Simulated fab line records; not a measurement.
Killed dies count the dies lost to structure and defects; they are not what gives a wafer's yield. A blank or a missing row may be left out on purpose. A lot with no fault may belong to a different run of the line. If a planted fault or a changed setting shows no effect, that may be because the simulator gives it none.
Split-lot study | flow n5Finfet | 7 lots, 21 wafers read, on a route of 1938 steps

SPLIT DETAILS
At N5_BEOL_M9_ILD_DEP_00 (deposits SiCOH lowk from DEMS/porogen, target thk 308.51 nm, time 58 s), the setting timeS was moved away from the recipe's 58 s on 7 of the 21 wafers read, by -13.3% to +8.3%. For the rest of the wafers, this setting stayed at what the recipe calls for.

FROM SPLIT TO READING: 1 step shown by the file between the two
- N5_BEOL_M9_CURE_71: cures SiCOH lowk, time 240 s

THE READING
Values of M9_ILD_THK in nm from N5_BEOL_M9_THK_MEAS_01. A value of 267 nm with a standard deviation of 3.8 nm is what fault-free wafers of this fab line usually give.

wafer  | tool, chamber at the split | timeS as run, s | against the recipe | M9_ILD_THK, nm | against lot-mates on the recipe
L076.2 | pecvd-04, 2                | 58              | recipe             | 270            | -
L076.3 | pecvd-04, 0                | 58              | recipe             | 264            | -
L076.6 | pecvd-04, 2                | 58              | recipe             | 270            | -
L084.1 | pecvd-02, 0                | 54.56           | -5.9%              | 253            | -20
L084.5 | pecvd-02, 0                | 58              | recipe             | 272            | -
L084.6 | pecvd-02, 1                | 58              | recipe             | 273            | -
L088.1 | pecvd-01, 1                | 58              | recipe             | 267            | -
L088.4 | pecvd-01, 0                | 52.22           | -10.0%             | 243            | -24
L088.5 | pecvd-01, 1                | 52.22           | -10.0%             | 248            | -19
L089.2 | pecvd-01, 2                | 58              | recipe             | 262            | -
L089.5 | pecvd-01, 0                | 58              | recipe             | 268            | -
L089.6 | pecvd-01, 2                | 58              | recipe             | 263            | -
L090.3 | pecvd-01, 2                | 58              | recipe             | 261            | -
L090.5 | pecvd-01, 2                | 62.81           | +8.3%              | 287            | +26
L090.6 | pecvd-01, 0                | 62.81           | +8.3%              | 289            | +28
L093.2 | pecvd-01, 2                | 58              | recipe             | 260            | -
L093.4 | pecvd-01, 0                | 58              | recipe             | 268            | -
L093.5 | pecvd-01, 2                | 58              | recipe             | 264            | -
L094.2 | pecvd-01, 1                | 58              | recipe             | 265            | -
L094.4 | pecvd-01, 2                | 50.27           | -13.3%             | 228            | -37
L094.6 | pecvd-01, 1                | 50.27           | -13.3%             | 233            | -32

THE FIT
A straight line over all 21 wafers: M9_ILD_THK changes by +2.5 nm for each +1% of timeS; r = +0.97; the points scatter about the line by 3.9 nm.
The same after taking each lot's own level away (the mean of its wafers on the recipe; 21 wafers): +2.67 nm for each +1%; r = +0.98; scatter 3.3 nm.
On that fit, the largest move of timeS shifts the reading by 36 nm.
From 261.0 to 272.5 nm: that is the span of the lots' own levels, equal to 3.0 times the standard deviation above.
So the lot-to-lot level changes the slope little: the two slopes agree.
Check: with one of the wafers moved furthest among these (-13.3%) left out of the fit, the line predicts -34 nm for it against its lot-mates. It came out at -37 nm against them.

THESE WAFERS: OTHER SPLITS
Before the reading, these wafers also passed through other splits. Each is held against what the fit with the lots' levels taken away leaves over:
other split on the same wafers | wafers away from the commonest value | r with M9_ILD_THK (lot level and that fit taken away)
N5_BEOL_M6_ILD_DEP_00 timeS    | 7                                    | +0.09
N5_BEOL_M6_PECVD_70 timeS      | 6                                    | +0.12
N5_BEOL_M8_ILD_DEP_00 timeS    | 6                                    | -0.22
N5_BEOL_M8_EXPOSE_08 doseMj    | 7                                    | -0.38

THE WHOLE CHAIN: every reading that the file lists as answering this split, in the file's order
step                   | what it does                                                           | reading                                                                                 | change (the file's fit)              | r (the file's)
N5_BEOL_M9_ILD_DEP_00  | deposits SiCOH lowk from DEMS/porogen, target thk 308.51 nm, time 58 s | SiCOH_lowk_of_BEOL_M9_ILD_DEP_00.thkNm (the simulator's own value, which no gauge read) | +3 nm for each +1% of the setting    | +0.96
N5_BEOL_M9_CURE_71     | cures SiCOH lowk, time 240 s                                           | SiCOH_lowk_of_BEOL_M9_ILD_DEP_00.thkNm (the simulator's own value, which no gauge read) | +2.64 nm for each +1% of the setting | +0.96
N5_BEOL_M9_THK_MEAS_01 |                                                                        | M9_ILD_THK                                                                              | +2.66 for each +1% of the setting    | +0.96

THE FILE'S OWN FIT
M9_ILD_THK changes by +2.66 nm for each +1% of timeS, r = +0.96.
